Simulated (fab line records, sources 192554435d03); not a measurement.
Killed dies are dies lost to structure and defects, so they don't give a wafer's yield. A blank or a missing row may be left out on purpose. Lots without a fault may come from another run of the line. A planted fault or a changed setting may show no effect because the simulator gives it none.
Which tool did it? | flow n5_finfet | 9 lots, 27 wafers sampled, at 5 steps of a route of 1938

WHAT THE GAUGES READ, wafer by wafer
N5_SD_EPI_N_EPI_MEAS_23. Usual: thk_nm 58.9 nm, standard deviation 1.2.
lot  | measured    | on            | thk_nm (nm)    | flag
L678 | day 4 04:35 | film_metro-02 | 60.9 60.6 59.9 |
L682 | day 5 03:47 | film_metro-01 | 60.4 58.5 59.7 |
L683 | day 5 10:43 | film_metro-01 | 57.2 59.0 58.2 |
L688 | day 6 17:43 | film_metro-02 | 58.0 58.9 57.5 |
L689 | day 6 22:54 | film_metro-02 | 60.2 58.3 59.6 |
L690 | day 7 04:47 | film_metro-01 | 59.4 58.2 61.3 |
L691 | day 7 10:25 | film_metro-02 | 58.8 60.5 58.3 |
L695 | day 8 11:18 | film_metro-01 | 58.3 58.7 58.8 |
L697 | day 9 03:12 | film_metro-02 | 59.6 57.2 58.2 |

N5_SD_EPI_P_CD_MEAS_09: target cd 240 nm. Usual: cd_nm 240.2 nm, standard deviation 0.71.
lot  | measured    | on        | cd_nm (nm)        | flag
L678 | day 4 05:34 | cd_sem-01 | 240.0 240.2 240.2 |
L682 | day 5 04:44 | cd_sem-03 | 240.3 240.9 241.7 |
L683 | day 5 11:35 | cd_sem-01 | 240.5 240.5 239.4 |
L688 | day 6 18:41 | cd_sem-01 | 240.3 239.8 240.0 |
L689 | day 7 00:12 | cd_sem-03 | 240.3 239.3 239.2 |
L690 | day 7 06:18 | cd_sem-03 | 239.8 239.4 240.0 |
L691 | day 7 11:31 | cd_sem-03 | 241.0 240.6 240.8 |
L695 | day 8 12:27 | cd_sem-03 | 240.3 238.7 240.4 |
L697 | day 9 04:02 | cd_sem-01 | 240.2 239.5 239.9 |

N5_BEOL_M4_RC_MEAS_101. Usual: CJ_P 5.78, standard deviation 0.13; DIBL_N 36.2 mV/V, standard deviation 1.2; DIBL_P 36.3 mV/V, standard deviation 1.3; IOFF_N 0.155 nA/um, standard deviation 0.019; IOFF_P 0.210 nA/um, standard deviation 0.029; ION_N 677 uA/um, standard deviation 8.6; ION_P 465 uA/um, standard deviation 6.8; REXT_P 100.1 ohm.um, standard deviation 2.5; SS_N 71.4 mV/dec, standard deviation 0.48; SS_P 73.2 mV/dec, standard deviation 0.53; VT_N 249.9 mV, standard deviation 2.4; VT_P -250 mV, standard deviation 3.2; VT_P_LVT -99.0 mV, standard deviation 2.5.
lot  | measured     | on        | CJ_P           | DIBL_N (mV/V)  | DIBL_P (mV/V)  | IOFF_N (nA/um)    | IOFF_P (nA/um)    | ION_N (uA/um) | ION_P (uA/um) | REXT_P (ohm.um)   | SS_N (mV/dec)  | SS_P (mV/dec)  | VT_N (mV)         | VT_P (mV)      | VT_P_LVT (mV)        | flag
L678 | day 9 07:53  | prober-02 | 5.90 5.57 5.66 | 35.7 37.4 37.0 | 36.0 38.4 37.4 | 0.144 0.182 0.166 | 0.215 0.245 0.222 | 671 678 666   | 463 469 464   | 94.8 96.3 96.9    | 71.6 70.9 71.0 | 73.4 74.0 73.7 | 251.6 246.6 249.5 | -249 -247 -248 | -99.3 -96.9 -98.0    |
L682 | day 10 17:23 | prober-02 | 5.72 5.91 5.67 | 35.4 36.1 35.5 | 35.1 35.5 35.5 | 0.155 0.165 0.158 | 0.235 0.245 0.257 | 679 683 671   | 473 477 474   | 100.0 98.3 99.0   | 71.8 71.8 71.6 | 73.3 73.4 73.4 | 247.3 248.0 248.7 | -246 -244 -244 | -95.0 -93.7 -93.8    |
L683 | day 10 08:52 | prober-01 | 5.73 5.54 5.82 | 37.3 35.2 35.7 | 38.1 36.1 36.5 | 0.192 0.156 0.164 | 0.255 0.230 0.228 | 688 674 676   | 467 461 467   | 104.3 102.9 103.2 | 71.8 71.5 71.1 | 74.0 73.6 72.9 | 248.3 248.8 248.3 | -245 -245 -249 | -95.5 -96.7 -97.0    |
L688 | day 12 09:59 | prober-02 | 5.63 5.85 5.94 | 35.4 34.9 35.6 | 37.3 36.4 37.5 | 0.158 0.147 0.172 | 0.225 0.215 0.238 | 674 675 680   | 462 469 472   | 99.9 99.2 99.1    | 71.5 71.8 70.5 | 74.0 73.4 73.7 | 251.2 249.0 248.5 | -249 -249 -246 | -98.0 -98.9 -97.0    |
L689 | day 12 01:39 | prober-01 | 5.74 3.67 5.71 | 37.0 36.3 36.7 | 37.8 35.1 37.1 | 0.187 0.175 0.172 | 0.269 0.190 0.257 | 680 696 686   | 469 427 478   | 101.4 110.5 100.0 | 71.5 71.9 71.8 | 74.1 73.3 73.1 | 245.6 247.8 245.8 | -244 -254 -246 | -93.8 -101.7 -94.7   | OFF
L690 | day 12 16:52 | prober-01 | 5.88 5.65 5.61 | 34.9 35.5 35.7 | 35.2 36.2 36.4 | 0.129 0.147 0.152 | 0.162 0.182 0.187 | 666 669 672   | 449 455 453   | 101.5 101.2 102.6 | 71.6 71.6 72.4 | 72.5 73.1 73.1 | 256.9 251.4 251.7 | -258 -253 -254 | -103.3 -101.3 -101.4 |
L691 | day 13 04:23 | prober-02 | 5.58 3.89 5.75 | 38.3 38.5 37.0 | 36.4 34.7 35.2 | 0.164 0.166 0.143 | 0.178 0.130 0.159 | 679 676 678   | 460 408 459   | 101.8 111.5 100.3 | 70.9 71.7 71.3 | 73.2 73.2 72.5 | 250.1 251.8 249.1 | -255 -262 -256 | -102.6 -110.0 -104.5 | OFF
L695 | day 13 20:10 | prober-02 | 5.67 5.87 5.88 | 37.6 37.3 37.2 | 36.5 37.1 36.3 | 0.155 0.156 0.147 | 0.207 0.218 0.203 | 665 680 671   | 457 465 467   | 103.5 101.9 101.5 | 71.7 71.6 71.3 | 72.6 72.3 73.1 | 250.2 250.3 250.7 | -250 -249 -249 | -100.3 -99.2 -100.6  |
L697 | day 14 10:47 | prober-02 | 5.62 5.47 5.84 | 35.4 36.9 37.4 | 33.4 35.5 36.0 | 0.128 0.159 0.164 | 0.159 0.188 0.199 | 657 673 674   | 451 459 458   | 103.2 104.4 102.8 | 70.9 71.7 71.9 | 72.4 72.8 73.6 | 252.2 250.4 249.7 | -254 -251 -252 | -104.0 -101.3 -100.4 |

WHICH TOOL RAN EACH LOT (tool, then ch and the chambers of the sampled wafers, then the start)
lot  | N5_SD_EPI_P_DESCUM_14             | N5_SD_EPI_P_SD_RECESS_17
L678 | rie_diel-03 ch 0,1,3, day 4 06:10 | rie_si-04 ch 0,2,3, day 4 06:51
L682 | rie_diel-03 ch 1,2, day 5 04:50   | rie_si-05 ch 1,2,3, day 5 05:31
L683 | rie_diel-03 ch 1,2,3, day 5 11:40 | rie_si-03 ch 0,1,2, day 5 12:21
L688 | rie_diel-03 ch 0,3, day 6 18:46   | rie_si-04 ch 0,1,3, day 6 19:27
L689 | rie_diel-03 ch 1,2,3, day 7 00:32 | rie_si-04 ch 1,2, day 7 01:14
L690 | rie_diel-03 ch 0,1,3, day 7 06:23 | rie_si-05 ch 0,1,3, day 7 07:05
L691 | rie_diel-03 ch 1,2, day 7 11:37   | rie_si-04 ch 2,3, day 7 12:18
L695 | rie_diel-05 ch 1,2, day 8 12:32   | rie_si-03 ch 0,1,3, day 8 13:13
L697 | rie_diel-05 ch 0,1,3, day 9 04:08 | rie_si-03 ch 0,2,3, day 9 04:50
- N5_SD_EPI_P_DESCUM_14: chemistry O2, time 7.9 s.
- N5_SD_EPI_P_SD_RECESS_17: chemistry HBr/Cl2/O2, target depth 39.1 nm, bt time 3 s.

WHAT THE TOOLS THEMSELVES READ (means of the sampled wafers that have a number; where no wafer has one, the mark that the record gives instead)
N5_SD_EPI_P_DESCUM_14. Usual: drypump_motor_current_A 5.5 A, standard deviation 0.38; oes_product_au 0.78 a.u., standard deviation 0.078; rf_vpp_V 243.1 V, standard deviation 1.1; showerhead_plenum_p_Torr 2.09 Torr, standard deviation 0.051; throttle_valve_pct 20.43 %, standard deviation 0.23.
lot  | tool        | drypump_motor_current_A (A) | oes_product_au (a.u.) | rf_vpp_V (V) | showerhead_plenum_p_Torr (Torr) | throttle_valve_pct (%) | flag
L678 | rie_diel-03 | 5.6                         | 0.77                  | 242.7        | 2.09                            | 20.40                  |
L682 | rie_diel-03 | 5.4                         | 0.81                  | 243.6        | 2.14                            | 20.15                  |
L683 | rie_diel-03 | 5.4                         | 0.77                  | 243.6        | 2.13                            | 20.30                  |
L688 | rie_diel-03 | 5.9                         | 0.91                  | 242.9        | 2.07                            | 20.29                  |
L689 | rie_diel-03 | 5.4                         | 0.77                  | 243.7        | 2.12                            | 20.33                  |
L690 | rie_diel-03 | 5.6                         | 0.84                  | 243.3        | 2.09                            | 20.31                  |
L691 | rie_diel-03 | 5.6                         | 0.74                  | 243.4        | 2.15                            | 20.17                  |
L695 | rie_diel-05 | 5.2                         | 0.84                  | 242.3        | 2.06                            | 20.34                  |
L697 | rie_diel-05 | 5.1                         | 0.77                  | 243.0        | 2.07                            | 20.35                  |

N5_SD_EPI_P_SD_RECESS_17. Usual: drypump_motor_current_A 5.86 A, standard deviation 0.27; he_backside_leak_sccm 2.8 sccm, standard deviation 0.33; oes_product_au 1.000 a.u., standard deviation 0.016; throttle_valve_pct 37.1 %, standard deviation 0.34.
lot  | tool      | drypump_motor_current_A (A) | he_backside_leak_sccm (sccm) | oes_product_au (a.u.) | throttle_valve_pct (%) | flag
L678 | rie_si-04 | 5.64                        | 3.1                          | 0.988                 | 37.4                   |
L682 | rie_si-05 | 5.72                        | 2.6                          | 0.998                 | 37.3                   |
L683 | rie_si-03 | 6.01                        | 3.0                          | 0.997                 | 36.9                   |
L688 | rie_si-04 | 6.08                        | 2.8                          | 0.997                 | 37.5                   |
L689 | rie_si-04 | 6.10                        | 2.8                          | 0.986                 | 37.1                   |
L690 | rie_si-05 | 5.83                        | 2.7                          | 1.004                 | 37.1                   |
L691 | rie_si-04 | 5.71                        | 2.8                          | 0.973                 | 37.4                   |
L695 | rie_si-03 | 5.81                        | 2.7                          | 0.995                 | 36.8                   |
L697 | rie_si-03 | 5.95                        | 3.0                          | 0.989                 | 36.7                   |

THE ANSWER, worked out from the rows above alone
Rule: a lot is off if the mean of its wafers that have a number lies more than 3 standard deviations from the usual mean. A lot without any number at a reading at which 4 lots or more have one is off too. The other lots that the step has rows for count as sound. The gauges are gone through in route order, then the tools' own readings, and for those a lot's mean is taken as printed above. The first step at which some lot is off is used, and at that step the reading that is off furthest; a lot without a number counts as furthest.
Off: L689, L691, at N5_BEOL_M4_RC_MEAS_101 (CJ_P).
A tool fits if, at a process step before that reading, it ran every lot that is off, and no sound lot after the first of them. The gauges at N5_BEOL_M4_RC_MEAS_101 are tried like those tools. One fits: rie_si-04 at N5_SD_EPI_P_SD_RECESS_17. Its last sound lot is L688 (day 6 19:27), its first lot that is off L689 (day 7 01:14): a fault that began between those two fits.

WHAT THE SIMULATOR HAD PUT IN
Process parameter drift: rie_si-04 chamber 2, from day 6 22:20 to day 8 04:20, at N5_SD_EPI_P_SD_RECESS_17. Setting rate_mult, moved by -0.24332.
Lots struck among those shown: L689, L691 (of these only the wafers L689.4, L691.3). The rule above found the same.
